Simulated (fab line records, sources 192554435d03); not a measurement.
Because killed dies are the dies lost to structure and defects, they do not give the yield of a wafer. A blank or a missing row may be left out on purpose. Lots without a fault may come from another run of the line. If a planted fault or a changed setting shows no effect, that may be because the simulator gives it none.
A struck lot beside a sound one + flow n5Finfet + 36 steps out of a route of 1938
Sound: the wafers L758.1, L758.2, L758.5. Struck: wafer L742.4 (left out: L742.3, L742.5 of the same lot, which were not struck); the cause appears at the end.
At each step with rows: each side's tool, then ch and its chambers, then its first start. Under that, the readings that differ: sound wafers + struck wafers + difference of the means + sigmas: that difference in standard deviations of wafers without a fault.
alike: words and numbers the same on both sides, and readings whose means are apart by under 2 such deviations; not compared: readings that were withheld, readings missing a value for some wafer, numbers with overlapping values and no deviation given by the record, and bounds like >300 which may hide the same value.
The two part at a step that has a row with sigmas, a row that says differs or no value, or rows on one side only. When numbers do not overlap yet have no deviation, they are printed without sigmas and do not part them. A reading missing from all wafers of one side parts the sides only when that side holds two or more wafers.

first, 9 steps without rows for these wafers: N5_BEOL_M4_ANNEAL_95 (time 240 s); N5_BEOL_M4_SPUTTER_96 (material Cu, target thk 4.5 nm, time 8.29 s); N5_BEOL_M4_ECD_50 (material Cu, target thk 300 nm); N5_BEOL_M4_ANNEAL_51 (time 90 s); N5_BEOL_M4_CMP_52 (polishes, stops on SiOC, t overpolish 6.8 s, target thk 40 nm); N5_BEOL_M4_PRE_CLEAN_60 (time 15 s); N5_BEOL_M4_CO_CAP_55 (material Co, precursor CCTBA/H2, target thk 2 nm, time 102.1 s); N5_BEOL_M4_PRE_CLEAN_56 (time 15 s); N5_BEOL_M4_DEP_57 (deposits SiCN from 3MS/NH3, target thk 8 nm, time 14 s).
N5_BEOL_M4_RC_MEAS_101:
  sound on prober-02 ch 0, day 13 09:45; struck on prober-01 ch 0, day 9 07:44
  alike: DIBL_N, DIBL_P, IOFF_N, IOFF_P, ION_N, ION_P, SS_N, SS_P, VT_N, VT_P
then, 24 steps without rows for these wafers: N5_BEOL_M5_ILD_DEP_00 (deposits SiCOH lowk from DEMS/porogen, target thk 140.64 nm, time 25.9 s); N5_BEOL_M5_CURE_79 (cures SiCOH lowk, time 240 s); N5_BEOL_M5_PECVD_70 (deposits SiO2 from TEOS/O2, target thk 16 nm, time 18 s); N5_BEOL_M5_HM_DEP_02 (deposits TiN, target thk 20 nm); N5_BEOL_M5_COAT_59 (time 60 s, resist thk 60 nm); N5_BEOL_M5_COAT_60 (time 60 s, resist thk 12 nm); N5_BEOL_M5_COAT_71 (time 60 s, resist thk 5 nm); N5_BEOL_M5_COAT_05 (resist thk 30 nm); N5_BEOL_M5_EBR_07; N5_BEOL_M5_SOFTBAKE_06 (time 60 s); N5_BEOL_M5_EXPOSE_08 (exposes mask M5, target cd 28 nm); N5_BEOL_M5_PEB_09 (peb time 60 s); N5_BEOL_M5_DEVELOP_10 (develop time 30 s); N5_BEOL_M5_DESCUM_16 (chemistry O2, time 7 s); N5_BEOL_M5_ETCH_72 (etches underlayer in N2/H2, target depth 6.5 nm, time 5.2 s); N5_BEOL_M5_ETCH_61 (etches SiARC in CF4, target depth 15.6 nm, time 26 s); N5_BEOL_M5_ETCH_62 (etches SOC in N2/H2, target depth 75 nm, overetch 15 nm, time 112.5 s); N5_BEOL_M5_STRIP_63 (strips in N2/H2); N5_BEOL_M5_STRIP_73 (strips in N2/H2); N5_BEOL_M5_STRIP_64 (strips in CF4); N5_BEOL_M5_HM_OPEN_17 (chemistry Cl2/BCl3, target TiN, target depth 20 nm, overetch 6 nm); N5_BEOL_M5_STRIP_19 (strips in O2); N5_BEOL_M5_COAT_65 (time 60 s, resist thk 60 nm); N5_BEOL_M5_COAT_66 (time 60 s, resist thk 12 nm).
-- record jumps: 3 days separate the struck wafers' starts on either side; left off in module BEOL_M5, taken up again in module BEOL_M11, whose first shown step is the route's number 1593 --
N5_BEOL_M11_SPUTTER_48: material Cu, target thk 12 nm, time 2 s.
  sound on pvdSputter-03 at day 16 06:11; struck on pvdSputter-03 at day 11 23:18
  alike: throttleValvePct
-- a jump in the record: the struck wafers' starts before and after are 2 days apart (it breaks off in module BEOL_M11 and resumes in module PASSIVATION, where the first step shown is number 1936 of the route) --
N5_PASSIVATION_PROBE_49:
  sound on prober-01 at day 18 00:58; struck on prober-02 at day 14 04:55
| reading                 | sound          | struck | difference | sigmas |
|-------------------------|----------------|--------|------------|--------|
| defectLimitedYield (%)  | 92.3 90.3 90.4 | 76.8   | -14.2      | -10    |
| killed_at_M4_up         | 9 9 20         | 176    | +163       | +31    |
| killedDies              | 91 115 113     | 274    | +168       | +10    |
| killedOnRim             | 10 18 11       | 48     | +35        | +8     |
| sort_bin_5_function (%) | 4.6 5.3 6.1    | 14.2   | +8.9       | +9     |
| sort_bin_6_memory (%)   | 3.1 4.2 3.3    | 8.7    | +5.2       | +7     |
| sortNPass               | 1089 1065 1067 | 906    | -168       | -8     |
| sortYieldPct (%)        | 92.3 90.3 90.4 | 76.8   | -14.2      | -8     |
  alike: killed_at_M0_to_M3, killedAtContacts, killedAtFrontEnd, killedAtOther, killedOpen, killedShort

WHERE THEY PART
Only at N5_PASSIVATION_PROBE_49, as far as this record shows.

WHY: whatever the simulator had introduced
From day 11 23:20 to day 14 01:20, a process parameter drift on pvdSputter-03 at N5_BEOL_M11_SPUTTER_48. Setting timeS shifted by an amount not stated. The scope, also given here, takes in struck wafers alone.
